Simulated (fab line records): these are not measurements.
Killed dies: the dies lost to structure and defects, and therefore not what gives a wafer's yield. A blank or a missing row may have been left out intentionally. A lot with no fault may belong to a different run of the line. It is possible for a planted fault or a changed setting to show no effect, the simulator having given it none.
A lot that was struck, set against a sound lot || flow n5_finfet || 13 steps out of a route of 1938
Sound: these wafers, L570.4, L570.5, L570.6. Struck: wafer L579.3 (L579.1, L579.6, from the same lot, were not struck and are left out); the cause is given at the end.
Per side, at each step with rows, come the tool, then ch with its chambers, and then its first start. Under that, the readings that differ: sound wafers || struck wafers || difference of the means || sigmas: that difference in standard deviations of wafers without a fault.
alike: words and numbers the same on both sides, and readings whose means are apart by under 2 such deviations; not compared: readings that were withheld, readings missing a value for some wafer, numbers with overlapping values and no deviation given by the record, and bounds like >300 which may hide the same value.
The two part at a step that has a row with sigmas, a row that says differs or no value, or rows on one side only. Non-overlapping numbers with no deviation appear without sigmas and do not part them. A reading missing from all wafers of one side parts the sides only when that side holds two or more wafers.

first, 9 steps without rows for these wafers: N5_BEOL_M4_PEB_09 (peb time 60 s); N5_BEOL_M4_DEVELOP_10 (develop time 30 s); N5_BEOL_M4_DESCUM_16 (chemistry O2, time 7 s); N5_BEOL_M4_ETCH_74 (etches underlayer in N2/H2, target depth 6.5 nm, time 5.2 s); N5_BEOL_M4_ETCH_63 (etches SiARC in CF4, target depth 15.6 nm, time 26 s); N5_BEOL_M4_ETCH_64 (etches SOC in N2/H2, target depth 75 nm, overetch 22.5 nm, time 121.9 s); N5_BEOL_M4_STRIP_65 (strips in N2/H2); N5_BEOL_M4_STRIP_75 (strips in N2/H2); N5_BEOL_M4_STRIP_66 (strips in CF4).
N5_BEOL_M4_HM_OPEN_17: chemistry Cl2/BCl3, target TiN, target depth 20 nm, overetch 6 nm.
  sound on rie_metal-01 ch 0,1, day 8 16:19; struck on rie_metal-01 ch 0, day 10 20:57
{"reading": "model.SOC_of_BEOL_M4_COAT_61.thk_nm (nm)", "sound": "52.6 52 52.4", "struck": 50.6, "difference": -1.7, "sigmas": ""}
  alike: chamber_pressure_mTorr, drypump_motor_current_A, oes_product_au, throttle_valve_pct
  not compared: rf_hours_counter_h
then, 1 step without rows for these wafers: N5_BEOL_M4_STRIP_19 (strips in O2).
N5_BEOL_M4_RC_MEAS_101:
  sound on prober-01 ch 0, day 9 00:50; struck on prober-01 ch 0, day 11 03:21
  alike: DIBL_N, DIBL_P, IOFF_N, IOFF_P, ION_N, ION_P, SS_N, SS_P, VT_N, VT_P
-- a jump in the record: the struck wafers' starts before and after are 6 days apart (it breaks off in module BEOL_M4 and resumes in module PASSIVATION, where the first step shown is number 1936 of the route) --
N5_PASSIVATION_PROBE_49:
  struck on prober-01, day 16 21:19; sound on prober-01, day 13 02:32
{"reading": "killed_at_front_end", "sound": "42 61 62", "struck": 26, "difference": -29, "sigmas": -3}
  alike: defect_limited_yield, killed_at_M0_to_M3, killed_at_M4_up, killed_at_contacts, killed_at_other, killed_dies, killed_open, killed_short, sort_bin_5_function, sort_bin_6_memory, sort_bin_8_speed, sort_n_pass, sort_yield_pct

## WHERE THEY PART
Only at N5_PASSIVATION_PROBE_49, within this record.

WHY: whatever the simulator had introduced
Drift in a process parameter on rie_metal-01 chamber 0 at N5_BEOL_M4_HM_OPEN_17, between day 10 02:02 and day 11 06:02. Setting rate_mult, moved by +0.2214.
